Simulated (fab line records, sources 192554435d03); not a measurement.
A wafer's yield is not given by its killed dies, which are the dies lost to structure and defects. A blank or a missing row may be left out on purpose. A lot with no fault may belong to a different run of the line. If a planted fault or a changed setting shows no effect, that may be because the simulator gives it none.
A lot that was struck, set against a sound lot / flow n5Finfet / 16 out of 1938 route steps
Sound: these wafers, L995.1, L995.2, L995.5. The struck wafers were L996.1, L996.2, L996.5. The cause is given at the end.
Each step with rows lists, per side, the tool, then ch with its chambers, then its first start. Under that, the readings that differ: sound wafers / struck wafers / difference of the means / sigmas: that difference in standard deviations of wafers without a fault.
alike: same words and numbers on both sides, and readings whose means sit less than 2 such deviations apart. not compared: any withheld reading, any reading some wafer has no value for, any bound like >300 that may hide the same value, and any number with overlapping values for which the record gives no deviation.
A row with sigmas, a row that says differs or no value, or rows on one side alone: a step with any of these is where the two part. Non-overlapping numbers with no deviation appear without sigmas and do not part them. Lack of a reading on every wafer of one side parts them only where that side has two or more wafers.

first, 1 step without rows for these wafers: N5_MOL_CONTACT_COAG_STRIP_69 (strips in N2/H2).
N5_MOL_CONTACT_COAG_ETCHBACK_136: etches SiO2 in CHF3, target depth 25 nm, time 16.7 s.
  sound on rieDiel-05 ch 0,1,2, day 6 18:27; struck on rieDiel-05 ch 0,2,3, day 7 00:43
  alike: CHF3_flow_sccm, drypumpMotorCurrentA, oesProductAu, rfFwdPowerW, rfVppV, showerheadPlenumPTorr, throttleValvePct
  not compared: rfHoursCounterH
then, 1 step without rows for these wafers: N5_MOL_CONTACT_COAG_STRIP_120 (strips in CHF3).
N5_MOL_CONTACT_COAG_VIA_ETCH_117: etches SiO2 in C4F6/O2, target depth 40 nm, overetch 8 nm, time 26 s.
  sound on rieDiel-05 ch 0,1,2, day 6 18:29; struck on rieDiel-05 ch 0,2,3, day 7 00:44
  alike: drypumpMotorCurrentA, oesProductAu, rfFwdPowerW, rfVppV, showerheadPlenumPTorr, throttleValvePct
  not compared: rfHoursCounterH
N5_MOL_CONTACT_COAG_ETCH_124: etches SiNx in CH3F/O2, stops on SiOC, target depth 6.5 nm.
  sound on rieDiel-05 ch 0,1,2, day 6 18:31; struck on rieDiel-05 ch 0,2,3, day 7 00:46
  alike: drypumpMotorCurrentA, oesProductAu, rfFwdPowerW, rfVppV, showerheadPlenumPTorr, throttleValvePct
  not compared: rfHoursCounterH
then, 1 step without rows for these wafers: N5_MOL_CONTACT_COAG_ETCH_48 (etches SiOC in C4F6/O2, target depth 15 nm, overetch 4.5 nm, time 17 s).
N5_MOL_CONTACT_COAG_STRIP_72: strips in N2/H2.
  sound on rieDiel-05 ch 0,1,2, day 6 18:36; struck on rieDiel-05 ch 0,2,3, day 7 00:52
  alike: drypumpMotorCurrentA, oesProductAu, rfVppV, showerheadPlenumPTorr, throttleValvePct
  not compared: rfHoursCounterH
N5_MOL_CONTACT_COAG_STRIP_49: strips in N2/H2, time 30 s.
  sound on plasmaAsher-01 ch 0,1, day 6 18:41; struck on plasmaAsher-01 ch 0,1, day 7 00:58
  alike: drypumpMotorCurrentA, heaterPowerW
  not compared: rfHoursCounterH
then, 2 steps without rows for these wafers: N5_MOL_CONTACT_COAG_PRECLEAN_138 (cleans in alkaline clean, time 60 s); N5_MOL_CONTACT_COAG_SRD_139 (time 30 s).
N5_MOL_CONTACT_COAG_CD_MEAS_101: the cd target is 16 nm.
  sound: cdSem-02 at day 6 18:50; struck: cdSem-01 at day 7 01:07
  alike: cdNm
following that, these wafers have no rows for 1 step: N5_MOL_CONTACT_COAG_PRE_CLEAN_121.
N5_MOL_CONTACT_COAG_CVD_140: deposits W, target thk 66.5 nm, time 215 s.
  sound on cvdW-02 ch 0,1, day 6 18:58; struck on cvdW-01 ch 0,1, day 7 01:14
  no value came back on the struck wafers for heaterPowerOuterW (W), heaterPowerW (W); on the sound wafers heaterPowerOuterW (W) reads 207 286 286
then, 1 step without rows for these wafers: N5_MOL_CONTACT_COAG_PRECLEAN_127 (cleans in DIW, time 57.5 s).
N5_BEOL_M4_RC_MEAS_101:
  the record has rows for the sound wafers here (prober-02 ch 0, day 9 14:24) and none for the struck ones
-- the record jumps here: 7 days lie between the struck wafers' starts before and after (it left off in module BEOL_M4 and takes up again in module PASSIVATION, whose first step shown is number 1936 of the route) --
N5_PASSIVATION_PROBE_49:
  sound: prober-02 at day 14 01:57; struck: prober-02 at day 14 05:34
reading=defectLimitedYield (%); sound=92.4 88.4 90.3; struck=0 0 0; difference=-90; sigmas=-56
reading=killedAtContacts; sound=12 30 11; struck=1098 1090 1102; difference=+1079; sigmas=+99 or more
reading=killedDies; sound=90 137 115; struck=1180 1180 1180; difference=+1066; sigmas=+59
reading=killedOnRim; sound=11 14 9; struck=152 152 152; difference=+141; sigmas=+34
reading=sort_bin_5_function (%); sound=4.8 5.9 6.2; struck=96.6 96.7 95.9; difference=+90.8; sigmas=+95
reading=sortNPass; sound=1090 1043 1065; struck=0 0 0; difference=-1066; sigmas=-56
reading=sortYieldPct (%); sound=92.4 88.4 90.3; struck=0 0 0; difference=-90; sigmas=-56
  alike: killed_at_M0_to_M3, killed_at_M4_up, killedAtFrontEnd, killedAtOther, killedOpen, killedShort, sort_bin_6_memory

WHERE THEY PART
Earliest at N5_MOL_CONTACT_COAG_CVD_140; latest, in this record, at N5_PASSIVATION_PROBE_49.

WHY: what the simulator had put in
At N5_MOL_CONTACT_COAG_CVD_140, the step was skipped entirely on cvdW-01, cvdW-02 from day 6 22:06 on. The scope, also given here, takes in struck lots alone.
